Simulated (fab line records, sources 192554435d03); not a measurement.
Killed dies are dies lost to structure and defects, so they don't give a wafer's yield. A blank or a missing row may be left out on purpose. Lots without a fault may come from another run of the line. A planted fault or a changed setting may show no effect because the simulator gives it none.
Split-lot experiment | flow n5_finfet | 7 lots, 39 wafers read, on a route of 1938 steps

THE SPLIT
At N5_FIN_SAQP_SPACER2_ALD_28 (deposits SiO2, target thk 8.1 nm, pulse time 1 s, purge time 2 s), the setting target_thk_a was moved away from the recipe's 81 angstrom on 18 of the 39 wafers read, by -52.4% to +19.8%. The other wafers ran this setting at the recipe's value.

FROM THE SPLIT TO THE READING: what the file shows between them, 9 steps
- N5_FIN_SAQP_SPACER2_ETCHBACK_29: etches SiO2 in CHF3/O2, target depth 12.2 nm, time 6.1 s
- N5_FIN_SAQP_MANDREL2_REMOVE_60: chemistry HBr/Cl2/O2, target a-Si, stops on SiNx, bt time 10 s
- N5_FIN_SAQP_CD_MEAS_31: target cd 8 nm
- N5_FIN_SAQP_HM_OPEN_33: chemistry CH3F/O2, target SiNx, target depth 49.4 nm, time 70.6 s
- N5_FIN_SAQP_ETCH_34: etches SiO2 in C4F6/O2, target depth 45 nm, time 15 s
- N5_FIN_SAQP_STRIP_77: strips in N2/H2, time 90 s
- N5_FIN_SAQP_HM_CD_35: target cd 8 nm
- N5_FIN_SAQP_ETCH_64: etches SiO2 in CF4, target depth 1.5 nm
- N5_FIN_SAQP_FIN_ETCH_36: etches the open film in HBr/Cl2/O2, target depth 120 nm, time 50.4 s

THE READING
cd_nm, in nm, at N5_FIN_SAQP_CD_MEAS_37 (target cd 8 nm). Fault-free wafers of this fab line usually give 8.08 nm, standard deviation 0.21 nm.

wafer  | tool, chamber at the split | target_thk_a as run, angstrom | against the recipe | cd_nm, nm | against lot-mates on the recipe
L075.1 | ald_sin-04, 1,3,2          | 81                            | recipe             | 8.05      | -
L075.2 | ald_sin-04, 1,3,2          | 81                            | recipe             | 8.21      | -
L075.3 | ald_sin-04, 2,0,1          | 63.53                         | -21.6%             | 6.13      | -1.87
L075.4 | ald_sin-04, 2,0,1          | 63.53                         | -21.6%             | 5.94      | -2.06
L075.5 | ald_sin-04, 2,0,1          | 63.53                         | -21.6%             | 6.26      | -1.74
L075.6 | ald_sin-04, 1,3,2          | 81                            | recipe             | 7.75      | -
L077.1 | ald_sin-04, 1              | 81                            | recipe             | 7.94      | -
L077.2 | ald_sin-04, 3,1            | 81                            | recipe             | 8.12      | -
L077.3 | ald_sin-04, 2,2,3          | 40.46                         | -50.0%             | 3.89      | -4.09
L077.4 | ald_sin-04, 2,2,3          | 40.46                         | -50.0%             | 4.06      | -3.92
L077.5 | ald_sin-04, 3,1            | 81                            | recipe             | 7.87      | -
L077.6 | ald_sin-04, 2,2,3          | 40.46                         | -50.0%             | 3.90      | -4.08
L083.1 | ald_sin-04, 2,3,0          | 64.05                         | -20.9%             | 6.64      | -1.52
L083.2 | ald_sin-04, 2,3,0          | 64.05                         | -20.9%             | 6.01      | -2.15
L083.3 | ald_sin-04, 1,1,2          | 81                            | recipe             | 7.89      | -
L083.4 | ald_sin-04, 2,3,0          | 64.05                         | -20.9%             | 6.49      | -1.67
L083.5 | ald_sin-04, 1,1,2          | 81                            | recipe             | 8.28      | -
L083.6 | ald_sin-04, 1,1,2          | 81                            | recipe             | 8.30      | -
L084.1 | ald_sin-04, 2,0            | 97.02                         | +19.8%             | 9.92      | +1.84
L084.2 | ald_sin-04, 1              | 81                            | recipe             | 8.10      | -
L084.3 | ald_sin-04, 3              | 97.02                         | +19.8%             | 9.93      | +1.85
L084.4 | ald_sin-04, 2,0            | 97.02                         | +19.8%             | 9.39      | +1.31
L084.5 | ald_sin-04, 1,2            | 81                            | recipe             | 8.27      | -
L084.6 | ald_sin-04, 1,2            | 81                            | recipe             | 7.88      | -
L087.1 | ald_sin-03, 1,2            | 81                            | recipe             | 8.00      | -
L087.2 | ald_sin-03, 3,0,3          | 38.55                         | -52.4%             | 3.72      | -4.31
L087.3 | ald_sin-03, 2              | 81                            | recipe             | 8.11      | -
L087.4 | ald_sin-03, 3,0,3          | 38.55                         | -52.4%             | 3.44      | -4.59
L087.5 | ald_sin-03, 1,2            | 81                            | recipe             | 7.99      | -
L087.6 | ald_sin-03, 3,0,3          | 38.55                         | -52.4%             | 3.91      | -4.12
L090.1 | ald_sin-02, 2,0,1          | 93.28                         | +15.2%             | 9.19      | +1.15
L090.2 | ald_sin-02, 2,0,1          | 93.28                         | +15.2%             | 9.24      | +1.20
L090.3 | ald_sin-02, 3,2            | 81                            | recipe             | 8.06      | -
L090.4 | ald_sin-02, 2,0,1          | 93.28                         | +15.2%             | 9.52      | +1.48
L090.5 | ald_sin-02, 1              | 81                            | recipe             | 8.00      | -
L090.6 | ald_sin-02, 3,2            | 81                            | recipe             | 8.05      | -
L095.1 | ald_sin-02, 0,3,1          | 81                            | recipe             | 7.75      | -
L095.3 | ald_sin-02, 0,3,1          | 81                            | recipe             | 8.18      | -
L095.4 | ald_sin-02, 0,3,1          | 81                            | recipe             | 7.93      | -
Where a row lists several chambers, the file gives one row for several wafers and doesn't say which wafer went through which chamber.

THE FIT
A straight line over all 39 wafers: cd_nm changes by +0.083 nm for each +1% of target_thk_a; r = +0.99; the points scatter about the line by 0.19 nm.
The same after taking each lot's own level away (the mean of its wafers on the recipe; 39 wafers): +0.0826 nm for each +1%; r = +1.00; scatter 0.18 nm.
On that fit, the largest move of target_thk_a shifts the reading by 4.3 nm.
The lots' own levels span 7.953 to 8.157 nm, that is 1.0 times the standard deviation above.
So the lot-to-lot level changes the slope little: the two slopes agree.
Check: with one of the wafers moved furthest among these (-52.4%) left out of the fit, the line predicts -4.33 nm for it against its lot-mates. It came out at -4.31 nm against them.

THE WHOLE CHAIN: every reading that the file lists as answering this split, in the file's order
step                           | what it does                                                      | reading                                                                                 | change (the file's fit)                | r (the file's)
N5_FIN_SAQP_SPACER2_ALD_28     | deposits SiO2, target thk 8.1 nm, pulse time 1 s, purge time 2 s  | SiO2_of_FIN_SAQP_SPACER2_ALD_28.thk_nm (the simulator's own value, which no gauge read) | +0.0816 nm for each +1% of the setting | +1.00
N5_FIN_SAQP_MANDREL2_REMOVE_60 | chemistry HBr/Cl2/O2, target a-Si, stops on SiNx, bt time 10 s    | FIN_SAQP.cd_nm (the simulator's own value, which no gauge read)                         | +0.0805 nm for each +1% of the setting | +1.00
N5_FIN_SAQP_CD_MEAS_31         | target cd 8 nm                                                    | cd_nm                                                                                   | +0.0789 nm for each +1% of the setting | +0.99
N5_FIN_SAQP_HM_OPEN_33         | chemistry CH3F/O2, target SiNx, target depth 49.4 nm, time 70.6 s | FIN_SAQP.cd_nm (the simulator's own value, which no gauge read)                         | +0.0822 nm for each +1% of the setting | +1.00
N5_FIN_SAQP_HM_CD_35           | target cd 8 nm                                                    | cd_nm                                                                                   | +0.0813 nm for each +1% of the setting | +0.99
N5_FIN_SAQP_CD_MEAS_37         | target cd 8 nm                                                    | cd_nm                                                                                   | +0.0826 nm for each +1% of the setting | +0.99

THE FILE'S OWN FIT
cd_nm changes by +0.0826 nm for each +1% of target_thk_a, r = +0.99.
